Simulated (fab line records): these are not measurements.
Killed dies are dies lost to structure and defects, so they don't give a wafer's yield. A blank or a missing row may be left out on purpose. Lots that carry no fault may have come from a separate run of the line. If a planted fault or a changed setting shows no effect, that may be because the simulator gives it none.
fab line records :: flow n5-finfet :: part 2 of 2: steps 20 to 29 of 29
record
  lots=5
  wafers=15
  last-day=16
route steps=1938 shown HKMG_FIN@400
lots untouched by any fault: they come from a run of this same line in which no faults occurred
start-h: start of the lot's first displayed wafer, in hours after the record's first day :: wait-h: how many hours have passed since the lot's step before this one :: " identical to the entry in the row above :: L1.1+2: one row covering several wafers at once :: - value missing, or start not given :: * or withheld: withheld :: < > ~ a bound
route shown NAME@n: a module of which the file shows steps, and the number in the route of the first :: usual: mean and standard deviation over wafers with no fault :: same: alike in all rows :: chamber/n: place in a boat :: sites: per-site readings :: _std_site: their standard deviation :: _edge_site: inner sites' mean taken away from outer sites' mean :: radius-mm: how far each site lies from the wafer's centre :: mask NAME#n: copy n :: behind: the last tool/chamber to shape the wafer :: hold: cause of the lot's hold/its duration in hours/its outcome :: device: names the non-switching transistor (n, p or np) :: end of line: the same wafers' tests at the end of the route :: step lacking rows: just its recipe :: killed: dies that structure and defects cost at the first sort, which is not the same as the wafer's yield :: map: dies across one wafer; x = killed, . = not, _ = none there
set.NAME: the setting the step ran with; set.NAME@STEP: the setting that earlier step ran with :: model.NAME: the simulator's own value behind a step, which no gauge read
lots seen at some steps along the route; tables by step, rows by wafer
services: when a tool's chamber went out of use (start-h, in hours from the record's first day, below 0 if earlier), for how many hours, and the reason
## steps
# step N5_HKMG_FIN_ALD_36
# recipe
  material=TiN
  target-thk-a=10
  temp-c=400
  ald-precursor-family=TiCl4
  ald-co-reactant=NH3
  pulse-time-s=1
  purge-time-s=3
  co-reactant-purge-time-s=2
  co-reactant-pulse-time-s=2
  ald-cycles=47
  pressure-torr=3
# usual
  chamber-pressure-Torr=3.000/0.006
  heater-power-outer-w=554/91
  heater-power-w=893/150
  precursor-pulse-height-rel=0.999/0.018
lot.wafer: L076.1
tool: ald-metal-04
chamber: 2
start-h: 85.72
wait-h: 0.0
chamber-pressure-Torr: 3.012
heater-power-outer-w: 593
heater-power-w: 1075
precursor-pulse-height-rel: 1.017

lot.wafer: L076.2
tool: ald-metal-04
chamber: 3
start-h: 85.72
wait-h: 0.0
chamber-pressure-Torr: 2.999
heater-power-outer-w: 467
heater-power-w: 869
precursor-pulse-height-rel: 0.994

lot.wafer: L076.4
tool: ald-metal-04
chamber: 0
start-h: 85.72
wait-h: 0.0
chamber-pressure-Torr: 3.007
heater-power-outer-w: 607
heater-power-w: 1001
precursor-pulse-height-rel: 1.015

lot.wafer: L077.1
tool: ald-metal-01
chamber: 2
start-h: 91.49
wait-h: 0.0
chamber-pressure-Torr: 2.999
heater-power-outer-w: 516
heater-power-w: 836
precursor-pulse-height-rel: 1.013

lot.wafer: L077.5
tool: ald-metal-01
chamber: 3
start-h: 91.49
wait-h: 0.0
chamber-pressure-Torr: 2.995
heater-power-outer-w: 446
heater-power-w: 696
precursor-pulse-height-rel: 0.967

lot.wafer: L077.6
tool: ald-metal-01
chamber: 2
start-h: 91.49
wait-h: 0.0
chamber-pressure-Torr: 2.998
heater-power-outer-w: 537
heater-power-w: 825
precursor-pulse-height-rel: 1.003

lot.wafer: L086.3
tool: ald-metal-04
chamber: 1
start-h: 150.17
wait-h: 0.0
chamber-pressure-Torr: 2.988
heater-power-outer-w: 588
heater-power-w: 929
precursor-pulse-height-rel: 0.998

lot.wafer: L086.4
tool: ald-metal-04
chamber: 2
start-h: 150.17
wait-h: 0.0
chamber-pressure-Torr: 3.001
heater-power-outer-w: 589
heater-power-w: 1079
precursor-pulse-height-rel: 0.962

lot.wafer: L086.5
tool: ald-metal-04
chamber: 2
start-h: 150.17
wait-h: 0.0
chamber-pressure-Torr: 2.997
heater-power-outer-w: 591
heater-power-w: 1073
precursor-pulse-height-rel: 1.005

lot.wafer: L087.3
tool: ald-metal-01
chamber: 0
start-h: 160.22
wait-h: 0.0
chamber-pressure-Torr: 3.000
heater-power-outer-w: 459
heater-power-w: 748
precursor-pulse-height-rel: 1.009

lot.wafer: L087.5
tool: ald-metal-01
chamber: 2
start-h: 160.22
wait-h: 0.0
chamber-pressure-Torr: 3.002
heater-power-outer-w: 514
heater-power-w: 828
precursor-pulse-height-rel: 1.010

lot.wafer: L087.6
tool: ald-metal-01
chamber: 1
start-h: 160.22
wait-h: 0.0
chamber-pressure-Torr: 3.000
heater-power-outer-w: 760
heater-power-w: 1189
precursor-pulse-height-rel: 0.970

lot.wafer: L092.1
tool: ald-metal-01
chamber: 0
start-h: 187.76
wait-h: 0.0
chamber-pressure-Torr: 3.001
heater-power-outer-w: 464
heater-power-w: 740
precursor-pulse-height-rel: 0.982

lot.wafer: L092.3
tool: ald-metal-01
chamber: 1
start-h: 187.76
wait-h: 0.0
chamber-pressure-Torr: 3.007
heater-power-outer-w: 771
heater-power-w: 1161
precursor-pulse-height-rel: 1.001

lot.wafer: L092.5
tool: ald-metal-01
chamber: 0
start-h: 187.76
wait-h: 0.0
chamber-pressure-Torr: 3.008
heater-power-outer-w: 473
heater-power-w: 749
precursor-pulse-height-rel: 1.005
# step N5_HKMG_FIN_THK_MEAS_70
# recipe
  thk-meas-gauge=xrf
  reads=HfO2_of_HKMG_FIN_HK_ALD_01
# usual
  HK_THK=1.604/0.022
lot.wafer: L076.1
tool: film-metro-01
chamber: -
start-h: 86.00
wait-h: 0.2
HK_THK[nm]: 1.603

lot.wafer: L076.2
tool: film-metro-01
chamber: -
start-h: 86.00
wait-h: 0.2
HK_THK[nm]: 1.590

lot.wafer: L076.4
tool: film-metro-01
chamber: -
start-h: 86.00
wait-h: 0.2
HK_THK[nm]: 1.598

lot.wafer: L077.1
tool: film-metro-02
chamber: -
start-h: 91.77
wait-h: 0.2
HK_THK[nm]: 1.596

lot.wafer: L077.5
tool: film-metro-02
chamber: -
start-h: 91.77
wait-h: 0.2
HK_THK[nm]: 1.634

lot.wafer: L077.6
tool: film-metro-02
chamber: -
start-h: 91.77
wait-h: 0.2
HK_THK[nm]: 1.623

lot.wafer: L086.3
tool: film-metro-02
chamber: -
start-h: 150.45
wait-h: 0.2
HK_THK[nm]: 1.591

lot.wafer: L086.4
tool: film-metro-02
chamber: -
start-h: 150.45
wait-h: 0.2
HK_THK[nm]: 1.628

lot.wafer: L086.5
tool: film-metro-02
chamber: -
start-h: 150.45
wait-h: 0.2
HK_THK[nm]: 1.590

lot.wafer: L087.3
tool: film-metro-02
chamber: -
start-h: 160.50
wait-h: 0.2
HK_THK[nm]: 1.636

lot.wafer: L087.5
tool: film-metro-02
chamber: -
start-h: 160.50
wait-h: 0.2
HK_THK[nm]: 1.607

lot.wafer: L087.6
tool: film-metro-02
chamber: -
start-h: 160.50
wait-h: 0.2
HK_THK[nm]: 1.611

lot.wafer: L092.1
tool: film-metro-01
chamber: -
start-h: 188.04
wait-h: 0.2
HK_THK[nm]: 1.601

lot.wafer: L092.3
tool: film-metro-01
chamber: -
start-h: 188.04
wait-h: 0.2
HK_THK[nm]: 1.602

lot.wafer: L092.5
tool: film-metro-01
chamber: -
start-h: 188.04
wait-h: 0.2
HK_THK[nm]: 1.607
# step N5_HKMG_FIN_PWFM_ALD_03
# recipe
  material=TiN
  target-thk-a=20
  temp-c=400
  ald-precursor-family=TiCl4
  ald-co-reactant=NH3
  pulse-time-s=1
  purge-time-s=3
  co-reactant-purge-time-s=2
  co-reactant-pulse-time-s=2
  ald-cycles=91
  pressure-torr=3
# usual
  chamber-pressure-Torr=3.000/0.0071
  heater-power-outer-w=559/80
  heater-power-w=899/130
  precursor-pulse-height-rel=1.001/0.019
lot.wafer: L076.1
tool: ald-metal-04
chamber: 1
start-h: 86.04
wait-h: 0.0
chamber-pressure-Torr: 3.006
heater-power-outer-w: 585
heater-power-w: 926
precursor-pulse-height-rel: 0.997

lot.wafer: L076.2
tool: ald-metal-04
chamber: 0
start-h: 86.04
wait-h: 0.0
chamber-pressure-Torr: 2.996
heater-power-outer-w: 617
heater-power-w: 993
precursor-pulse-height-rel: 1.008

lot.wafer: L076.4
tool: ald-metal-04
chamber: 3
start-h: 86.04
wait-h: 0.0
chamber-pressure-Torr: 3.011
heater-power-outer-w: 481
heater-power-w: 858
precursor-pulse-height-rel: 0.992

lot.wafer: L077.1
tool: ald-metal-03
chamber: 3
start-h: 91.81
wait-h: 0.0
chamber-pressure-Torr: 3.000
heater-power-outer-w: 586
heater-power-w: 822
precursor-pulse-height-rel: 0.991

lot.wafer: L077.5
tool: ald-metal-03
chamber: 1
start-h: 91.81
wait-h: 0.0
chamber-pressure-Torr: 3.012
heater-power-outer-w: 518
heater-power-w: 839
precursor-pulse-height-rel: 1.044

lot.wafer: L077.6
tool: ald-metal-03
chamber: 0
start-h: 91.81
wait-h: 0.0
chamber-pressure-Torr: 2.995
heater-power-outer-w: 649
heater-power-w: 1086
precursor-pulse-height-rel: 0.990

lot.wafer: L086.3
tool: ald-metal-03
chamber: 2
start-h: 150.48
wait-h: 0.0
chamber-pressure-Torr: 2.978
heater-power-outer-w: 490
heater-power-w: 808
precursor-pulse-height-rel: 1.014

lot.wafer: L086.4
tool: ald-metal-03
chamber: 0
start-h: 150.48
wait-h: 0.0
chamber-pressure-Torr: 2.998
heater-power-outer-w: 665
heater-power-w: 1083
precursor-pulse-height-rel: 1.000

lot.wafer: L086.5
tool: ald-metal-03
chamber: 2
start-h: 150.48
wait-h: 0.0
chamber-pressure-Torr: 2.989
heater-power-outer-w: 497
heater-power-w: 798
precursor-pulse-height-rel: 1.015

lot.wafer: L087.3
tool: ald-metal-04
chamber: 0
start-h: 160.54
wait-h: 0.0
chamber-pressure-Torr: 2.989
heater-power-outer-w: 604
heater-power-w: 992
precursor-pulse-height-rel: 0.969

lot.wafer: L087.5
tool: ald-metal-04
chamber: 3
start-h: 160.54
wait-h: 0.0
chamber-pressure-Torr: 3.011
heater-power-outer-w: 480
heater-power-w: 839
precursor-pulse-height-rel: 1.039

lot.wafer: L087.6
tool: ald-metal-04
chamber: 0
start-h: 160.54
wait-h: 0.0
chamber-pressure-Torr: 2.991
heater-power-outer-w: 620
heater-power-w: 984
precursor-pulse-height-rel: 1.003

lot.wafer: L092.1
tool: ald-metal-01
chamber: 2
start-h: 188.08
wait-h: 0.0
chamber-pressure-Torr: 3.011
heater-power-outer-w: 537
heater-power-w: 825
precursor-pulse-height-rel: 1.007

lot.wafer: L092.3
tool: ald-metal-01
chamber: 0
start-h: 188.08
wait-h: 0.0
chamber-pressure-Torr: 3.006
heater-power-outer-w: 466
heater-power-w: 748
precursor-pulse-height-rel: 1.024

lot.wafer: L092.5
tool: ald-metal-01
chamber: 3
start-h: 188.08
wait-h: 0.0
chamber-pressure-Torr: 2.995
heater-power-outer-w: 446
heater-power-w: 698
precursor-pulse-height-rel: 0.966
# step N5_HKMG_FIN_COAT_29
# recipe
  resist=SOC
  temp-c=250
  time-s=60
  spin-rpm=1500
  resist-thk-nm=300
# usual
  dispense-pressure-kPa=51/3.2
  resist-line-temp-C=23.01/0.096
lot.wafer: L076.1
tool: litho-track-02
chamber: 0
start-h: 86.51
wait-h: 0.2
dispense-pressure-kPa: 53
resist-line-temp-C: 23.07

lot.wafer: L076.2
tool: litho-track-02
chamber: 0
start-h: 86.51
wait-h: 0.2
dispense-pressure-kPa: 53
resist-line-temp-C: 23.02

lot.wafer: L076.4
tool: litho-track-02
chamber: 0
start-h: 86.51
wait-h: 0.2
dispense-pressure-kPa: 53
resist-line-temp-C: 22.98

lot.wafer: L077.1
tool: litho-track-04
chamber: 0
start-h: 92.28
wait-h: 0.2
dispense-pressure-kPa: 46
resist-line-temp-C: 23.15

lot.wafer: L077.5
tool: litho-track-04
chamber: 0
start-h: 92.28
wait-h: 0.2
dispense-pressure-kPa: 46
resist-line-temp-C: 22.91

lot.wafer: L077.6
tool: litho-track-04
chamber: 0
start-h: 92.28
wait-h: 0.2
dispense-pressure-kPa: 46
resist-line-temp-C: 23.05

lot.wafer: L086.3
tool: litho-track-02
chamber: 0
start-h: 150.95
wait-h: 0.2
dispense-pressure-kPa: 53
resist-line-temp-C: 22.91

lot.wafer: L086.4
tool: litho-track-02
chamber: 0
start-h: 150.95
wait-h: 0.2
dispense-pressure-kPa: 54
resist-line-temp-C: 23.04

lot.wafer: L086.5
tool: litho-track-02
chamber: 0
start-h: 150.95
wait-h: 0.2
dispense-pressure-kPa: 53
resist-line-temp-C: 23.00

lot.wafer: L087.3
tool: litho-track-02
chamber: 0
start-h: 161.01
wait-h: 0.2
dispense-pressure-kPa: 53
resist-line-temp-C: 23.02

lot.wafer: L087.5
tool: litho-track-02
chamber: 0
start-h: 161.01
wait-h: 0.2
dispense-pressure-kPa: 53
resist-line-temp-C: 23.12

lot.wafer: L087.6
tool: litho-track-02
chamber: 0
start-h: 161.01
wait-h: 0.2
dispense-pressure-kPa: 53
resist-line-temp-C: 22.99

lot.wafer: L092.1
tool: litho-track-02
chamber: 0
start-h: 188.55
wait-h: 0.2
dispense-pressure-kPa: 53
resist-line-temp-C: 22.84

lot.wafer: L092.3
tool: litho-track-02
chamber: 0
start-h: 188.55
wait-h: 0.2
dispense-pressure-kPa: 53
resist-line-temp-C: 22.76

lot.wafer: L092.5
tool: litho-track-02
chamber: 0
start-h: 188.55
wait-h: 0.2
dispense-pressure-kPa: 53
resist-line-temp-C: 23.01
# step N5_HKMG_FIN_COAT_30
# recipe
  resist=SiARC
  temp-c=220
  time-s=60
  spin-rpm=1500
  resist-thk-nm=35
# usual
  dispense-pressure-kPa=51/3.2
  resist-line-temp-C=23.02/0.12
lot.wafer: L076.1
tool: litho-track-02
chamber: 0
start-h: -
wait-h: -
dispense-pressure-kPa: 53
resist-line-temp-C: 23.20

lot.wafer: L076.2
tool: litho-track-02
chamber: 0
start-h: -
wait-h: -
dispense-pressure-kPa: 54
resist-line-temp-C: 23.34

lot.wafer: L076.4
tool: litho-track-02
chamber: 0
start-h: -
wait-h: -
dispense-pressure-kPa: 53
resist-line-temp-C: 23.11

lot.wafer: L077.1
tool: litho-track-04
chamber: 0
start-h: -
wait-h: -
dispense-pressure-kPa: 46
resist-line-temp-C: 23.11

lot.wafer: L077.5
tool: litho-track-04
chamber: 0
start-h: -
wait-h: -
dispense-pressure-kPa: 46
resist-line-temp-C: 22.92

lot.wafer: L077.6
tool: litho-track-04
chamber: 0
start-h: -
wait-h: -
dispense-pressure-kPa: 46
resist-line-temp-C: 23.12

lot.wafer: L086.3
tool: litho-track-02
chamber: 0
start-h: -
wait-h: -
dispense-pressure-kPa: 54
resist-line-temp-C: 23.15

lot.wafer: L086.4
tool: litho-track-02
chamber: 0
start-h: -
wait-h: -
dispense-pressure-kPa: 53
resist-line-temp-C: 23.09

lot.wafer: L086.5
tool: litho-track-02
chamber: 0
start-h: -
wait-h: -
dispense-pressure-kPa: 53
resist-line-temp-C: 23.15

lot.wafer: L087.3
tool: litho-track-02
chamber: 0
start-h: -
wait-h: -
dispense-pressure-kPa: 53
resist-line-temp-C: 22.96

lot.wafer: L087.5
tool: litho-track-02
chamber: 0
start-h: -
wait-h: -
dispense-pressure-kPa: 53
resist-line-temp-C: 22.96

lot.wafer: L087.6
tool: litho-track-02
chamber: 0
start-h: -
wait-h: -
dispense-pressure-kPa: 53
resist-line-temp-C: 23.12

lot.wafer: L092.1
tool: litho-track-02
chamber: 0
start-h: -
wait-h: -
dispense-pressure-kPa: 54
resist-line-temp-C: 22.90

lot.wafer: L092.3
tool: litho-track-02
chamber: 0
start-h: -
wait-h: -
dispense-pressure-kPa: 53
resist-line-temp-C: 22.91

lot.wafer: L092.5
tool: litho-track-02
chamber: 0
start-h: -
wait-h: -
dispense-pressure-kPa: 53
resist-line-temp-C: 22.87
# step N5_HKMG_FIN_COAT_06
# recipe
  resist=CAR-ArF
  spin-rpm=1500
  resist-thk-nm=90
# usual
  dispense-pressure-kPa=51/3.2
  resist-line-temp-C=22.97/0.1
lot.wafer: L076.1
tool: litho-track-02
chamber: 0
start-h: -
wait-h: -
dispense-pressure-kPa: 53
resist-line-temp-C: 22.82

lot.wafer: L076.2
tool: litho-track-02
chamber: 0
start-h: -
wait-h: -
dispense-pressure-kPa: 54
resist-line-temp-C: 22.83

lot.wafer: L076.4
tool: litho-track-02
chamber: 0
start-h: -
wait-h: -
dispense-pressure-kPa: 54
resist-line-temp-C: 22.85

lot.wafer: L077.1
tool: litho-track-04
chamber: 0
start-h: -
wait-h: -
dispense-pressure-kPa: 46
resist-line-temp-C: 22.79

lot.wafer: L077.5
tool: litho-track-04
chamber: 0
start-h: -
wait-h: -
dispense-pressure-kPa: 46
resist-line-temp-C: 22.79

lot.wafer: L077.6
tool: litho-track-04
chamber: 0
start-h: -
wait-h: -
dispense-pressure-kPa: 46
resist-line-temp-C: 22.95

lot.wafer: L086.3
tool: litho-track-02
chamber: 0
start-h: -
wait-h: -
dispense-pressure-kPa: 54
resist-line-temp-C: 22.85

lot.wafer: L086.4
tool: litho-track-02
chamber: 0
start-h: -
wait-h: -
dispense-pressure-kPa: 54
resist-line-temp-C: 22.97

lot.wafer: L086.5
tool: litho-track-02
chamber: 0
start-h: -
wait-h: -
dispense-pressure-kPa: 53
resist-line-temp-C: 23.02

lot.wafer: L087.3
tool: litho-track-02
chamber: 0
start-h: -
wait-h: -
dispense-pressure-kPa: 54
resist-line-temp-C: 22.87

lot.wafer: L087.5
tool: litho-track-02
chamber: 0
start-h: -
wait-h: -
dispense-pressure-kPa: 53
resist-line-temp-C: 23.09

lot.wafer: L087.6
tool: litho-track-02
chamber: 0
start-h: -
wait-h: -
dispense-pressure-kPa: 53
resist-line-temp-C: 23.19

lot.wafer: L092.1
tool: litho-track-02
chamber: 0
start-h: -
wait-h: -
dispense-pressure-kPa: 53
resist-line-temp-C: 22.93

lot.wafer: L092.3
tool: litho-track-02
chamber: 0
start-h: -
wait-h: -
dispense-pressure-kPa: 54
resist-line-temp-C: 22.93

lot.wafer: L092.5
tool: litho-track-02
chamber: 0
start-h: -
wait-h: -
dispense-pressure-kPa: 53
resist-line-temp-C: 23.03
# step N5_HKMG_FIN_EBR_08
# recipe
  solvent=PGMEA
  ebr-width-mm=1.5
# usual
  resist-line-temp-C=23.01/0.1
lot.wafer: L076.1
tool: litho-track-02
chamber: 0
start-h: -
wait-h: -
resist-line-temp-C: 22.97

lot.wafer: L076.2
tool: litho-track-02
chamber: 0
start-h: -
wait-h: -
resist-line-temp-C: 23.00

lot.wafer: L076.4
tool: litho-track-02
chamber: 0
start-h: -
wait-h: -
resist-line-temp-C: 23.13

lot.wafer: L077.1
tool: litho-track-04
chamber: 0
start-h: -
wait-h: -
resist-line-temp-C: 22.98

lot.wafer: L077.5
tool: litho-track-04
chamber: 0
start-h: -
wait-h: -
resist-line-temp-C: 22.96

lot.wafer: L077.6
tool: litho-track-04
chamber: 0
start-h: -
wait-h: -
resist-line-temp-C: 22.95

lot.wafer: L086.3
tool: litho-track-02
chamber: 0
start-h: -
wait-h: -
resist-line-temp-C: 22.91

lot.wafer: L086.4
tool: litho-track-02
chamber: 0
start-h: -
wait-h: -
resist-line-temp-C: 23.04

lot.wafer: L086.5
tool: litho-track-02
chamber: 0
start-h: -
wait-h: -
resist-line-temp-C: 22.85

lot.wafer: L087.3
tool: litho-track-02
chamber: 0
start-h: -
wait-h: -
resist-line-temp-C: 22.96

lot.wafer: L087.5
tool: litho-track-02
chamber: 0
start-h: -
wait-h: -
resist-line-temp-C: 23.12

lot.wafer: L087.6
tool: litho-track-02
chamber: 0
start-h: -
wait-h: -
resist-line-temp-C: 23.03

lot.wafer: L092.1
tool: litho-track-02
chamber: 0
start-h: -
wait-h: -
resist-line-temp-C: 22.92

lot.wafer: L092.3
tool: litho-track-02
chamber: 0
start-h: -
wait-h: -
resist-line-temp-C: 22.98

lot.wafer: L092.5
tool: litho-track-02
chamber: 0
start-h: -
wait-h: -
resist-line-temp-C: 22.95
# step N5_HKMG_FIN_SOFTBAKE_07
# recipe
  temp-c=110
  time-s=60
  resist=CAR-ArF
# usual
  resist-line-temp-C=23.00/0.12
lot.wafer: L076.1
tool: litho-track-02
chamber: 0
start-h: -
wait-h: -
resist-line-temp-C: 23.01

lot.wafer: L076.2
tool: litho-track-02
chamber: 0
start-h: -
wait-h: -
resist-line-temp-C: 23.04

lot.wafer: L076.4
tool: litho-track-02
chamber: 0
start-h: -
wait-h: -
resist-line-temp-C: 22.92

lot.wafer: L077.1
tool: litho-track-04
chamber: 0
start-h: -
wait-h: -
resist-line-temp-C: 23.05

lot.wafer: L077.5
tool: litho-track-04
chamber: 0
start-h: -
wait-h: -
resist-line-temp-C: 22.92

lot.wafer: L077.6
tool: litho-track-04
chamber: 0
start-h: -
wait-h: -
resist-line-temp-C: 23.03

lot.wafer: L086.3
tool: litho-track-02
chamber: 0
start-h: -
wait-h: -
resist-line-temp-C: 23.22

lot.wafer: L086.4
tool: litho-track-02
chamber: 0
start-h: -
wait-h: -
resist-line-temp-C: 23.32

lot.wafer: L086.5
tool: litho-track-02
chamber: 0
start-h: -
wait-h: -
resist-line-temp-C: 23.10

lot.wafer: L087.3
tool: litho-track-02
chamber: 0
start-h: -
wait-h: -
resist-line-temp-C: 22.89

lot.wafer: L087.5
tool: litho-track-02
chamber: 0
start-h: -
wait-h: -
resist-line-temp-C: 22.83

lot.wafer: L087.6
tool: litho-track-02
chamber: 0
start-h: -
wait-h: -
resist-line-temp-C: 22.82

lot.wafer: L092.1
tool: litho-track-02
chamber: 0
start-h: -
wait-h: -
resist-line-temp-C: 23.07

lot.wafer: L092.3
tool: litho-track-02
chamber: 0
start-h: -
wait-h: -
resist-line-temp-C: 23.10

lot.wafer: L092.5
tool: litho-track-02
chamber: 0
start-h: -
wait-h: -
resist-line-temp-C: 23.05
# step N5_HKMG_FIN_EXPOSE_09
# recipe
  mask-id=NWFM
  na=1.35
  source-shape=conventional
  sigma-outer=0.8
  polarization=unpolarized
  dose-mj=39.25
# same
  sigma-outer=0.8
lot.wafer: L076.1+2+4
tool: arfi-scanner-02
chamber: 0
start-h: 86.62
wait-h: -
mask: NWFM#0

lot.wafer: L077.1+5+6
tool: arfi-scanner-01
chamber: 0
start-h: 92.52
wait-h: -
mask: NWFM#0

lot.wafer: L086.3+4+5
tool: arfi-scanner-02
chamber: 0
start-h: 151.21
wait-h: -
mask: NWFM#0

lot.wafer: L087.3+5+6
tool: arfi-scanner-03
chamber: 0
start-h: 161.26
wait-h: -
mask: NWFM#0

lot.wafer: L092.1+3+5
tool: arfi-scanner-02
chamber: 0
start-h: 188.79
wait-h: -
mask: NWFM#0
# step N5_HKMG_FIN_PEB_10
# recipe
  peb-temp-c=withheld
  peb-time-s=60
  resist=CAR-ArF
# usual
  resist-line-temp-C=23.00/0.12
# same
  peb-time-s=60
lot.wafer: L076.1
tool: litho-track-03
chamber: 0
start-h: 86.68
wait-h: 0.1
resist-line-temp-C: 23.16

lot.wafer: L076.2
tool: litho-track-03
chamber: 0
start-h: 86.68
wait-h: 0.1
resist-line-temp-C: 23.07

lot.wafer: L076.4
tool: litho-track-03
chamber: 0
start-h: 86.68
wait-h: 0.1
resist-line-temp-C: 23.20

lot.wafer: L077.1
tool: litho-track-04
chamber: 0
start-h: 92.58
wait-h: 0.1
resist-line-temp-C: 22.87

lot.wafer: L077.5
tool: litho-track-04
chamber: 0
start-h: 92.58
wait-h: 0.1
resist-line-temp-C: 23.07

lot.wafer: L077.6
tool: litho-track-04
chamber: 0
start-h: 92.58
wait-h: 0.1
resist-line-temp-C: 23.20

lot.wafer: L086.3
tool: litho-track-02
chamber: 0
start-h: 151.26
wait-h: 0.0
resist-line-temp-C: 22.87

lot.wafer: L086.4
tool: litho-track-02
chamber: 0
start-h: 151.26
wait-h: 0.0
resist-line-temp-C: 22.96

lot.wafer: L086.5
tool: litho-track-02
chamber: 0
start-h: 151.26
wait-h: 0.0
resist-line-temp-C: 22.98

lot.wafer: L087.3
tool: litho-track-04
chamber: 0
start-h: 161.31
wait-h: 0.0
resist-line-temp-C: 23.05

lot.wafer: L087.5
tool: litho-track-04
chamber: 0
start-h: 161.31
wait-h: 0.0
resist-line-temp-C: 23.05

lot.wafer: L087.6
tool: litho-track-04
chamber: 0
start-h: 161.31
wait-h: 0.0
resist-line-temp-C: 23.29

lot.wafer: L092.1
tool: litho-track-02
chamber: 0
start-h: 188.85
wait-h: 0.1
resist-line-temp-C: 23.00

lot.wafer: L092.3
tool: litho-track-02
chamber: 0
start-h: 188.85
wait-h: 0.1
resist-line-temp-C: 23.11

lot.wafer: L092.5
tool: litho-track-02
chamber: 0
start-h: 188.85
wait-h: 0.1
resist-line-temp-C: 22.93
## services
tool: arfi-scanner-02
chamber: -
start-h: 60.69
hours: 0.8
kind: pm

tool: arfi-scanner-01
chamber: -
start-h: 62.26
hours: 1.0
kind: pm

tool: rie-diel-04
chamber: -
start-h: 64.98
hours: 1.1
kind: repair

tool: rie-diel-01
chamber: 1
start-h: 81.27
hours: 3.3
kind: repair

tool: rie-diel-04
chamber: -
start-h: 81.92
hours: 2.8
kind: pm

tool: arfi-scanner-03
chamber: -
start-h: 87.02
hours: 1.3
kind: pm

tool: arfi-scanner-03
chamber: -
start-h: 95.07
hours: 0.8
kind: pm

tool: thermal-cvd-si-01
chamber: 1
start-h: 97.08
hours: 83.2
kind: repair

tool: arfi-scanner-02
chamber: -
start-h: 108.59
hours: 4.8
kind: pm

tool: thermal-cvd-si-01
chamber: -
start-h: 116.00
hours: 6.0
kind: pm

tool: arfi-scanner-01
chamber: -
start-h: 132.00
hours: 0.8
kind: pm

tool: arfi-scanner-01
chamber: -
start-h: 137.26
hours: 5.0
kind: pm

tool: arfi-scanner-01
chamber: -
start-h: 142.29
hours: 1.3
kind: pm

tool: thermal-cvd-si-02
chamber: -
start-h: 142.43
hours: 14.6
kind: pm

tool: rie-diel-04
chamber: 0
start-h: 146.67
hours: -
kind: clean

tool: rie-diel-04
chamber: 0
start-h: 146.67
hours: -
kind: consumable-replace:focus-ring

tool: rie-diel-04
chamber: 0
start-h: 146.67
hours: 13.9
kind: scheduled-down

tool: rie-diel-04
chamber: 0
start-h: 146.67
hours: 13.9
kind: vent-cycle

tool: rie-diel-05
chamber: 0
start-h: 148.21
hours: 4.6
kind: repair

tool: arfi-scanner-03
chamber: -
start-h: 149.74
hours: 1.0
kind: pm

tool: arfi-scanner-02
chamber: -
start-h: 156.59
hours: 1.1
kind: repair

tool: arfi-scanner-02
chamber: -
start-h: 169.17
hours: 1.3
kind: pm

tool: arfi-scanner-02
chamber: -
start-h: 175.93
hours: 4.9
kind: pm

tool: thermal-cvd-si-01
chamber: -
start-h: 185.34
hours: 2.8
kind: pm
